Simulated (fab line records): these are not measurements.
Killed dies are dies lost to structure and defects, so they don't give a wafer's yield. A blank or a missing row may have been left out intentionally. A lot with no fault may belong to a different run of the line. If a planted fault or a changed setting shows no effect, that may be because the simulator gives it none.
fab line records    flow n5_finfet    part 1 of 2: steps 1 to 16 of 30
record lots=5  wafers=15  last_day=17
route steps=1938 shown GATE_CUT@498 MOL_CONTACT_COAG@517
lots that met no fault: from a run of the same line without faults
start_h: the number of hours between the record's first day and the start of the first shown wafer of the lot    wait_h: hours from the lot's prior step to this one    " unchanged from the row above    L1.1+2: a row that stands for several wafers    - no value, or no start given    * or withheld: withheld    < > ~ a bound
route shown NAME@n: names a module that has steps shown in the file, with the first one's number in the route    usual: average and standard deviation across the fault-free wafers    same: alike in all rows    chamber/n: place in a boat    sites: each site's reading    _std_site: standard deviation across them    _edge_site: the outer-site mean with the inner-site mean subtracted    radius_mm: how far each site lies from the wafer's centre    mask NAME#n: copy n    behind: the most recent tool/chamber to have shaped the wafer    hold: why the lot was held/for how many hours/how that ended    device: names the non-switching transistor (n, p or np)    end of line: the same wafers' tests at the end of the route    step lacking rows: just its recipe    killed: dies lost to structure and defects at the first sort, not the wafer's yield    map: a wafer's dies, marking killed ones x, the rest . and places with no die _
set.NAME: the run value of the setting; set.NAME@STEP: its run value at that earlier step    model.NAME: the simulator's own value behind a step, which no gauge read
lots at some steps of the route; a table a step, a row a wafer
services: the hour from which a tool's chamber was out of use, counted from the record's first day as start_h (under 0 if before that day), plus the number of hours and why
## steps
# step N5_GATE_CUT_STRIP_42
# recipe chemistry=O2  power_w=400  temp_c=40  pressure_mtorr=30  rf_frequency_hz=6e+07  bias_power_w=0  overash_fraction=0.3  o2_flow_sccm=225
# usual drypump_motor_current_A=5.6/0.44  oes_product_au=0.76/0.093  rf_vpp_V=3.7/0.5  showerhead_plenum_p_Torr=2.08/0.064  throttle_valve_pct=16.57/0.27
lot.wafer  tool         chamber  start_h  wait_h  drypump_motor_current_A  oes_product_au  rf_hours_counter_h  rf_vpp_V  showerhead_plenum_p_Torr  throttle_valve_pct
L075.1     rie_diel-01  1        87.93    0.0     5.8                      0.89            47                  3.1       2.04                      16.29
L075.2     "            3        "        "       5.6                      0.79            122                 3.0       2.19                      16.41
L075.5     "            2        "        "       5.2                      0.80            -                   3.4       2.04                      16.54
L080.1     rie_diel-04  3        120.54   0.0     5.1                      0.70            188                 2.6       1.99                      16.53
L080.2     "            0        "        "       5.8                      0.70            224                 3.6       2.06                      16.88
L080.5     "            0        "        "       5.8                      0.70            -                   3.7       2.06                      16.90
L091.1     rie_diel-03  2        192.30   0.0     5.0                      0.95            8                   4.2       2.12                      16.19
L091.3     "            3        "        "       5.7                      0.67            241                 3.9       2.07                      16.85
L091.4     "            0        "        "       6.0                      0.67            242                 3.5       2.04                      16.44
L094.2     rie_diel-01  2        204.01   0.0     5.2                      0.76            139                 3.2       2.02                      16.62
L094.3     "            3        "        "       5.6                      0.75            158                 3.9       2.17                      16.48
L094.6     "            1        "        "       5.8                      0.85            -                   4.1       2.03                      16.35
L096.1     rie_diel-01  0        220.99   0.0     5.0                      0.91            19                  3.9       2.06                      16.28
L096.2     "            3        "        "       5.6                      0.74            164                 4.2       2.17                      16.49
L096.5     "            3        "        "       5.6                      0.75            -                   4.4       2.17                      16.47
# step N5_GATE_CUT_ETCH_19
# recipe chemistry=CH3F/O2  target=SiNx  mask_material=SiO2  target_depth_a=537  time_s=76.7  pressure_mtorr=30  source_w=395  bias_w=73  Ar_flow_sccm=150  CH3F_flow_sccm=30  O2_flow_sccm=20  ion_energy_ev=120  ends=cleared
# usual drypump_motor_current_A=5.6/0.44  etch_rf_on_time_s=77.1/1  oes_product_au=0.65/0.078  rf_fwd_power_W=390.8/1.6  rf_vpp_V=297/6.4  showerhead_plenum_p_Torr=1.99/0.064  throttle_valve_pct=16.28/0.25
lot.wafer  tool         chamber  start_h  wait_h  drypump_motor_current_A  etch_rf_on_time_s  oes_product_au  rf_fwd_power_W  rf_hours_counter_h  rf_vpp_V  showerhead_plenum_p_Torr  throttle_valve_pct
L075.1     rie_diel-01  1        87.97    0.0     5.7                      75.9               0.76            392.5           47                  289       1.96                      16.04
L075.2     "            3        "        "       5.6                      76.3               0.67            391.0           122                 304       2.10                      16.15
L075.5     "            2        "        "       5.2                      76.1               0.70            389.1           -                   300       1.94                      16.21
L080.1     rie_diel-04  3        120.58   0.0     5.2                      75.7               0.61            387.7           188                 291       1.91                      16.27
L080.2     "            0        "        "       5.7                      76.3               0.61            390.9           224                 298       1.96                      16.55
L080.5     "            0        "        "       5.8                      77.2               0.60            390.9           -                   297       1.96                      16.55
L091.1     rie_diel-03  2        192.34   0.0     5.1                      75.5               0.81            391.4           8                   309       2.03                      15.89
L091.3     "            3        "        "       5.7                      78.1               0.58            393.0           241                 291       1.98                      16.56
L091.4     "            0        "        "       6.0                      76.9               0.58            390.4           242                 292       1.96                      16.17
L094.2     rie_diel-01  2        204.05   0.0     5.2                      77.4               0.66            388.2           139                 299       1.93                      16.27
L094.3     "            3        "        "       5.6                      77.4               0.65            390.7           158                 303       2.09                      16.23
L094.6     "            1        "        "       5.8                      75.8               0.72            390.5           -                   289       1.95                      16.12
L096.1     rie_diel-01  0        221.03   0.0     5.0                      77.7               0.78            389.7           19                  294       1.98                      16.01
L096.2     "            3        "        "       5.6                      76.4               0.65            390.4           164                 302       2.09                      16.23
L096.5     "            3        "        "       5.6                      76.5               0.64            388.4           -                   303       2.09                      16.24
# step N5_GATE_CUT_CUT_ETCH_53
# recipe chemistry=SF6/Cl2  target=W  mask_material=SiO2  target_depth_a=792  pressure_mtorr=8  icp_w=900  bias_w=80  SF6_flow_sccm=40  Cl2_flow_sccm=60  ends=cleared
# usual drypump_motor_current_A=5.8/0.76  etch_rf_on_time_s=26.6/0.59  oes_product_au=0.64/0.088  rf_fwd_power_W=879/3.2  throttle_valve_pct=28.82/0.3
lot.wafer  tool          chamber  start_h  wait_h  drypump_motor_current_A  etch_rf_on_time_s  oes_product_au  rf_fwd_power_W  rf_hours_counter_h  throttle_valve_pct
L075.1     rie_metal-01  1        88.08    0.1     6.6                      26.4               0.74            881             32                  29.11
L075.2     "             0        "        "       5.0                      27.2               0.57            880             113                 29.09
L075.5     "             0        "        "       5.1                      27.4               0.56            880             -                   29.10
L080.1     rie_metal-01  0        120.69   0.1     5.1                      27.3               0.56            886             116                 29.11
L080.2     "             1        "        "       6.5                      26.3               0.72            880             35                  29.13
L080.5     "             0        "        "       5.1                      27.3               0.57            880             -                   29.09
L091.1     rie_metal-01  1        192.45   0.1     6.6                      26.2               0.71            881             43                  29.14
L091.3     "             1        "        "       6.6                      26.6               0.70            878             -                   29.13
L091.4     "             0        "        "       5.1                      27.6               0.55            883             -                   29.10
L094.2     rie_metal-02  1        204.16   0.1     5.2                      25.6               0.84            879             7                   28.48
L094.3     "             1        "        "       5.1                      25.4               0.85            880             -                   28.45
L094.6     "             0        "        "       5.5                      25.8               0.55            881             -                   28.53
L096.1     rie_metal-01  0        221.14   0.1     5.1                      27.7               0.55            874             126                 29.12
L096.2     "             1        "        "       6.6                      26.5               0.70            879             45                  29.13
L096.5     "             1        "        "       6.5                      26.6               0.70            877             -                   29.14
# step N5_GATE_CUT_CUT_ETCH_54
# recipe chemistry=Cl2/BCl3  target=TiN  mask_material=SiO2  target_depth_a=967  pressure_mtorr=10  icp_w=1000  bias_w=126  Cl2_flow_sccm=53.25  bcl3_flow_sccm=21.75  Ar_flow_sccm=25  ends=cleared
# usual bcl3_flow_sccm=21.75/0.061  drypump_motor_current_A=5.8/0.77  etch_rf_on_time_s=37.0/0.81  oes_product_au=0.64/0.087  rf_fwd_power_W=980/5  throttle_valve_pct=22.28/0.25
lot.wafer  tool          chamber  start_h  wait_h  bcl3_flow_sccm  drypump_motor_current_A  etch_rf_on_time_s  oes_product_au  rf_fwd_power_W  rf_hours_counter_h  throttle_valve_pct
L075.1     rie_metal-01  1        88.14    0.0     21.64           6.5                      36.5               0.73            978             32                  22.42
L075.2     "             0        "        "       21.72           5.1                      38.8               0.56            990             113                 22.59
L075.5     "             0        "        "       21.73           5.1                      38.5               0.56            985             -                   22.60
L080.1     rie_metal-01  0        120.75   0.0     21.79           5.1                      37.6               0.57            986             116                 22.60
L080.2     "             1        "        "       21.81           6.6                      36.4               0.73            976             35                  22.42
L080.5     "             0        "        "       21.79           5.1                      38.0               0.57            984             -                   22.61
L091.1     rie_metal-01  1        192.51   0.0     21.83           6.5                      36.9               0.71            978             43                  22.44
L091.3     "             1        "        "       21.78           6.5                      37.1               0.71            976             -                   22.47
L091.4     "             0        "        "       21.74           5.1                      38.5               0.55            983             -                   22.62
L094.2     rie_metal-02  1        204.22   0.0     21.76           5.2                      35.9               0.84            985             7                   21.84
L094.3     "             1        "        "       21.74           5.2                      36.2               0.83            986             -                   21.85
L094.6     "             0        "        "       21.63           5.5                      36.1               0.55            977             -                   22.08
L096.1     rie_metal-01  0        221.20   0.0     21.72           5.1                      38.0               0.55            981             126                 22.62
L096.2     "             1        "        "       21.77           6.6                      36.7               0.70            975             45                  22.47
L096.5     "             1        "        "       21.70           6.5                      36.4               0.71            977             -                   22.45
# step N5_GATE_CUT_CUT_ETCH_55
# recipe chemistry=BCl3  target=HfO2  mask_material=SiO2  target_depth_a=32  ion_energy_ev=30  pressure_mtorr=5  icp_w=450  bias_w=18  bcl3_flow_sccm=80
# usual bcl3_flow_sccm=80.01/0.23  drypump_motor_current_A=5.8/0.76  oes_product_au=0.71/0.09  rf_fwd_power_W=441.0/2.2  throttle_valve_pct=32.9/0.41
lot.wafer  tool          chamber  start_h  wait_h  bcl3_flow_sccm  drypump_motor_current_A  oes_product_au  rf_fwd_power_W  rf_hours_counter_h  throttle_valve_pct
L075.1     rie_metal-01  1        88.20    0.0     80.35           6.5                      0.81            438.2           32                  33.4
L075.2     "             0        "        "       79.79           5.1                      0.64            443.1           113                 33.1
L075.5     "             0        "        "       79.82           5.1                      0.65            440.3           -                   33.1
L080.1     rie_metal-01  0        120.81   0.0     80.06           5.1                      0.64            442.2           116                 33.1
L080.2     "             1        "        "       80.18           6.5                      0.79            437.3           35                  33.4
L080.5     "             0        "        "       79.95           5.1                      0.64            442.0           -                   33.1
L091.1     rie_metal-01  1        192.57   0.0     79.80           6.5                      0.77            437.0           43                  33.5
L091.3     "             1        "        "       80.07           6.5                      0.77            439.5           -                   33.5
L091.4     "             0        "        "       80.17           5.1                      0.62            441.7           -                   33.1
L094.2     rie_metal-02  1        204.28   0.0     80.30           5.1                      0.91            443.5           7                   32.3
L094.3     "             1        "        "       80.11           5.2                      0.90            442.0           -                   32.3
L094.6     "             0        "        "       79.90           5.5                      0.60            439.3           -                   32.3
L096.1     rie_metal-01  0        221.26   0.0     80.07           5.1                      0.62            439.1           126                 33.1
L096.2     "             1        "        "       80.19           6.5                      0.76            438.7           45                  33.4
L096.5     "             1        "        "       79.87           6.5                      0.77            439.6           -                   33.5
# step N5_GATE_CUT_ETCH_47
# recipe chemistry=Cl2/BCl3  target=SiO2  target_depth_a=100  pressure_mtorr=10  icp_w=1000  bias_w=126  Cl2_flow_sccm=53.25  bcl3_flow_sccm=21.75  Ar_flow_sccm=25
# usual bcl3_flow_sccm=21.75/0.065  drypump_motor_current_A=5.8/0.77  oes_product_au=0.71/0.09  rf_fwd_power_W=979/5.2  throttle_valve_pct=22.81/0.25
lot.wafer  tool          chamber  start_h  wait_h  bcl3_flow_sccm  drypump_motor_current_A  oes_product_au  rf_fwd_power_W  rf_hours_counter_h  throttle_valve_pct
L075.1     rie_metal-01  1        88.23    0.0     21.82           6.5                      0.80            977             32                  22.97
L075.2     "             0        "        "       21.74           5.0                      0.64            983             113                 23.10
L075.5     "             0        "        "       21.75           5.1                      0.64            983             -                   23.11
L080.1     rie_metal-01  0        120.84   0.0     21.83           5.1                      0.64            984             116                 23.12
L080.2     "             1        "        "       21.72           6.5                      0.79            977             35                  22.97
L080.5     "             0        "        "       21.76           5.1                      0.64            986             -                   23.11
L091.1     rie_metal-01  1        192.60   0.0     21.73           6.5                      0.77            973             43                  22.99
L091.3     "             1        "        "       21.81           6.5                      0.78            968             -                   22.99
L091.4     "             0        "        "       21.67           5.1                      0.62            989             -                   23.14
L094.2     rie_metal-02  1        204.31   0.0     21.73           5.2                      0.92            984             7                   22.40
L094.3     "             1        "        "       21.75           5.2                      0.92            981             -                   22.40
L094.6     "             0        "        "       21.67           5.5                      0.60            977             -                   22.61
L096.1     rie_metal-01  0        221.29   0.0     21.76           5.1                      0.62            982             126                 23.14
L096.2     "             1        "        "       21.68           6.6                      0.76            973             45                  22.98
L096.5     "             1        "        "       21.72           6.6                      0.77            974             -                   23.00
# step N5_GATE_CUT_VAPOR_ETCH_48
# recipe chemistry=BCl3/Cl2  target=TiN  mode=isotropic
# usual drypump_motor_current_A=5.8/0.77  oes_product_au=0.71/0.091
lot.wafer  tool          chamber  start_h  wait_h  drypump_motor_current_A  oes_product_au
L075.1     rie_metal-01  1        88.26    0.0     6.6                      0.81
L075.2     "             0        "        "       5.1                      0.63
L075.5     "             0        "        "       5.1                      0.63
L080.1     rie_metal-01  0        120.87   0.0     5.1                      0.63
L080.2     "             1        "        "       6.6                      0.80
L080.5     "             0        "        "       5.1                      0.63
L091.1     rie_metal-01  1        192.63   0.0     6.5                      0.78
L091.3     "             1        "        "       6.5                      0.79
L091.4     "             0        "        "       5.1                      0.62
L094.2     rie_metal-02  1        204.34   0.0     5.2                      0.92
L094.3     "             1        "        "       5.2                      0.90
L094.6     "             0        "        "       5.5                      0.60
L096.1     rie_metal-01  0        221.32   0.0     5.1                      0.62
L096.2     "             1        "        "       6.5                      0.77
L096.5     "             1        "        "       6.6                      0.77
# step N5_GATE_CUT_VAPOR_ETCH_49
# recipe chemistry=BCl3/Cl2  target=TiAlC  mode=isotropic
# usual drypump_motor_current_A=5.8/0.76  oes_product_au=0.71/0.09
lot.wafer  tool          chamber  start_h  wait_h  drypump_motor_current_A  oes_product_au
L075.1     rie_metal-01  1        88.29    0.0     6.5                      0.81
L075.2     "             0        "        "       5.1                      0.64
L075.5     "             0        "        "       5.1                      0.64
L080.1     rie_metal-01  0        120.90   0.0     5.0                      0.63
L080.2     "             1        "        "       6.5                      0.80
L080.5     "             0        "        "       5.1                      0.64
L091.1     rie_metal-01  1        192.66   0.0     6.6                      0.78
L091.3     "             1        "        "       6.5                      0.78
L091.4     "             0        "        "       5.1                      0.62
L094.2     rie_metal-02  1        204.37   0.0     5.2                      0.90
L094.3     "             1        "        "       5.2                      0.90
L094.6     "             0        "        "       5.5                      0.59
L096.1     rie_metal-01  0        221.35   0.0     5.1                      0.62
L096.2     "             1        "        "       6.5                      0.77
L096.5     "             1        "        "       6.6                      0.77
# step N5_GATE_CUT_VAPOR_ETCH_51
# recipe chemistry=BCl3/Cl2  target=HfO2  mode=isotropic
# usual drypump_motor_current_A=5.8/0.77  oes_product_au=0.71/0.091
lot.wafer  tool          chamber  start_h  wait_h  drypump_motor_current_A  oes_product_au
L075.1     rie_metal-01  1        88.32    0.0     6.5                      0.80
L075.2     "             0        "        "       5.0                      0.64
L075.5     "             0        "        "       5.1                      0.63
L080.1     rie_metal-01  0        120.93   0.0     5.1                      0.63
L080.2     "             1        "        "       6.5                      0.79
L080.5     "             0        "        "       5.1                      0.63
L091.1     rie_metal-01  1        192.69   0.0     6.5                      0.78
L091.3     "             1        "        "       6.5                      0.78
L091.4     "             0        "        "       5.0                      0.62
L094.2     rie_metal-02  1        204.40   0.0     5.2                      0.91
L094.3     "             1        "        "       5.2                      0.90
L094.6     "             0        "        "       5.5                      0.59
L096.1     rie_metal-01  0        221.38   0.0     5.1                      0.62
L096.2     "             1        "        "       6.5                      0.77
L096.5     "             1        "        "       6.5                      0.77
# step N5_GATE_CUT_STRIP_21
# recipe chemistry=N2/H2  time_s=30  power_w=1000  temp_c=250  pressure_mtorr=withheld  n2_flow_sccm=1750  h2_flow_sccm=3250
# usual drypump_motor_current_A=5.32/0.23  heater_power_w=307/22
lot.wafer  tool             chamber  start_h  wait_h  drypump_motor_current_A  heater_power_w  rf_hours_counter_h
L075.1     plasma_asher-02  0        88.37    0.0     5.02                     316             85
L075.2     "                1        "        "       5.38                     294             85
L075.5     "                1        "        "       5.36                     300             -
L080.1     plasma_asher-01  1        120.98   0.0     5.34                     344             53
L080.2     "                0        "        "       5.64                     276             53
L080.5     "                1        "        "       5.33                     344             -
L091.1     plasma_asher-02  1        192.74   0.0     5.36                     295             105
L091.3     "                1        "        "       5.37                     298             -
L091.4     "                0        "        "       5.03                     316             -
L094.2     plasma_asher-02  1        204.45   0.0     5.36                     290             108
L094.3     "                1        "        "       5.37                     289             -
L094.6     "                0        "        "       5.01                     317             -
L096.1     plasma_asher-02  0        221.43   0.0     5.02                     316             110
L096.2     "                1        "        "       5.36                     294             110
L096.5     "                0        "        "       5.02                     316             -
# step N5_GATE_CUT_STRIP_29
# recipe chemistry=post_etch_residue_remover  time_s=60  temp_c=25  remover_ph=withheld  remover_water_wt_pct=withheld  remover_fluoride_wt_pct=withheld
lot.wafer   tool          chamber  start_h  wait_h
L075.1+2+5  wet_bench-02  0,1,4    88.45    0.1
L080.1+2+5  wet_bench-02  3,2,0    121.06   0.1
L091.1+3+4  wet_bench-03  1,5,0    192.82   0.1
L094.2+3+6  wet_bench-02  4,3,1    204.55   0.1
L096.1+2+5  wet_bench-02  5,3,7    221.52   0.1
# step N5_GATE_CUT_SRD_52
# recipe dry=ipa_marangoni  time_s=30  temp_c=23  rinse_liquid=diw
# usual bath_heat_duty_pct=3.7/0.5
lot.wafer  tool          chamber  start_h  wait_h  bath_heat_duty_pct
L075.1     wet_bench-02  0        88.47    0.0     4.0
L075.2     "             1        "        "       3.7
L075.5     "             4        "        "       4.0
L080.1     wet_bench-02  3        121.08   0.0     3.3
L080.2     "             2        "        "       3.7
L080.5     "             0        "        "       4.5
L091.1     wet_bench-03  1        192.84   0.0     3.2
L091.3     "             5        "        "       3.1
L091.4     "             0        "        "       4.2
L094.2     wet_bench-02  4        204.57   0.0     3.1
L094.3     "             3        "        "       3.0
L094.6     "             1        "        "       4.5
L096.1     wet_bench-02  5        221.54   0.0     4.1
L096.2     "             3        "        "       3.6
L096.5     "             7        "        "       3.6
# step N5_GATE_CUT_ALD_22
# recipe material=SiNx  target_thk_a=160  temp_c=400  ald_precursor_family=SiH2I2  ald_co_reactant=N2/H2-plasma  pulse_time_s=1  ald_cycles=320  purge_time_s=2  co_reactant_purge_time_s=2  pressure_torr=2
# usual heater_power_w=805/120  precursor_pulse_height_rel=0.997/0.019  susceptor_temp_C=399.98/0.21
# same purge_time_s=2
lot.wafer  tool        chamber  start_h  wait_h  heater_power_w  precursor_pulse_height_rel  since_wet_clean_h  susceptor_temp_C
L075.1     ald_sin-03  2        88.52    0.0     542             0.997                       81                 400.00
L075.2     "           0        "        "       848             0.973                       81                 399.59
L075.5     "           3        "        "       719             1.013                       -                  400.33
L080.1     ald_sin-01  2        121.13   0.0     976             0.999                       311                399.94
L080.2     "           0        "        "       827             0.994                       311                399.79
L080.5     "           2        "        "       1000            1.011                       -                  400.11
L091.1     ald_sin-01  0        192.89   0.0     883             0.988                       3                  399.98
L091.3     "           3        "        "       881             0.999                       3                  400.11
L091.4     "           2        "        "       980             1.001                       3                  400.04
L094.2     ald_sin-02  3        204.62   0.0     854             1.004                       104                400.52
L094.3     "           1        "        "       689             0.979                       104                400.05
L094.6     "           0        "        "       898             0.991                       -                  399.93
L096.1     ald_sin-01  0        221.59   0.0     899             0.982                       31                 399.80
L096.2     "           2        "        "       968             1.017                       31                 399.80
L096.5     "           3        "        "       886             0.980                       -                  400.35
# step N5_GATE_CUT_CMP_23
# recipe stop_on=SiO2  t_overpolish_s=23.4  post_cmp_clean=alkaline_brush  down_force_psi=2.5  platen_rpm=51.8  pad_velocity_m_s=1.0307  target_thk_nm=16
# usual head_pressure_psi=2.500/0.0053  motor_current_A=9.1/0.69  overpolish_run_s=23.401/0.0098  slurry_filter_dp_kPa=13.51/0.14  time_to_endpoint_s=18.3/2.8
lot.wafer  tool    chamber  start_h  wait_h  head_pressure_psi  motor_current_A  overpolish_run_s  slurry_filter_dp_kPa  time_to_endpoint_s
L075.1     cmp-03  3        90.01    0.8     2.506              9.3              23.393            13.33                 18.9
L075.2     "       2        "        "       2.506              8.4              23.398            13.48                 14.2
L075.5     "       3        "        "       2.503              9.0              23.405            13.71                 17.3
L080.2     cmp-01  2        122.66   0.8     2.497              8.6              23.417            13.55                 22.0
L080.1     "       3        "        "       2.500              10.0             23.402            13.66                 21.1
L080.5     "       1        "        "       2.499              7.5              23.395            13.64                 25.5
L091.1     cmp-02  1        194.38   0.8     2.505              10.6             23.398            13.84                 18.7
L091.3     "       3        "        "       2.498              10.3             23.418            13.41                 16.0
L091.4     "       0        "        "       2.487              8.4              23.395            13.51                 15.7
L094.3     cmp-02  1        206.19   0.8     2.493              9.3              23.400            13.55                 20.4
L094.2     "       2        "        "       2.508              9.1              23.393            13.59                 18.1
L094.6     "       0        "        "       2.501              9.0              23.410            13.38                 18.8
L096.1     cmp-01  2        223.08   0.8     2.487              9.0              23.402            13.57                 22.6
L096.2     "       0        "        "       2.498              7.9              23.405            13.86                 20.6
L096.5     "       2        "        "       2.490              8.4              23.393            13.58                 20.4
# step N5_GATE_CUT_THK_MEAS_24
# recipe reads=SiO2_of_GATE_CUT_HM_DEP_46+SiO2_flowable_of_ILD0_FCVD_FILL_01
# usual GC_FILL_THK=220.0/2.1
lot.wafer  tool           chamber  start_h  wait_h  GC_FILL_THK[nm]
L075.1     film_metro-01  -        90.30    -       223.0
L075.2     "              -        "        "       221.4
L075.5     "              -        "        "       221.9
L080.1     film_metro-01  -        122.91   -       215.2
L080.2     "              -        "        "       217.9
L080.5     "              -        "        "       218.3
L091.1     film_metro-02  -        194.67   -       217.2
L091.3     "              -        "        "       218.0
L091.4     "              -        "        "       220.1
L094.2     film_metro-01  -        206.41   -       220.1
L094.3     "              -        "        "       220.9
L094.6     "              -        "        "       221.3
L096.1     film_metro-02  -        223.37   -       218.0
L096.2     "              -        "        "       219.2
L096.5     "              -        "        "       219.1
# step N5_GATE_CUT_CMP_43
# recipe material=SiO2  post_cmp_clean=rinse_only
# usual motor_current_A=12.1/1  slurry_filter_dp_kPa=13.50/0.14
lot.wafer  tool    chamber  start_h  wait_h  motor_current_A  slurry_filter_dp_kPa
L075.1     cmp-01  2        90.33    0.0     11.1             13.66
L075.2     "       0        "        "       10.6             13.32
L075.5     "       2        "        "       11.2             13.35
L080.1     cmp-03  0        123.10   0.2     12.9             13.66
L080.2     "       1        "        "       12.2             13.37
L080.5     "       2        "        "       11.7             13.49
L091.1     cmp-01  0        194.78   0.1     10.7             13.56
L091.4     "       1        "        "       11.1             13.56
L091.3     "       2        "        "       11.1             13.80
L094.2     cmp-02  1        206.60   0.2     13.1             13.42
L094.3     "       2        "        "       11.0             13.68
L094.6     "       0        "        "       11.3             13.58
L096.1     cmp-02  1        223.40   0.0     13.1             13.38
L096.2     "       2        "        "       11.3             13.21
L096.5     "       2        "        "       12.0             13.61
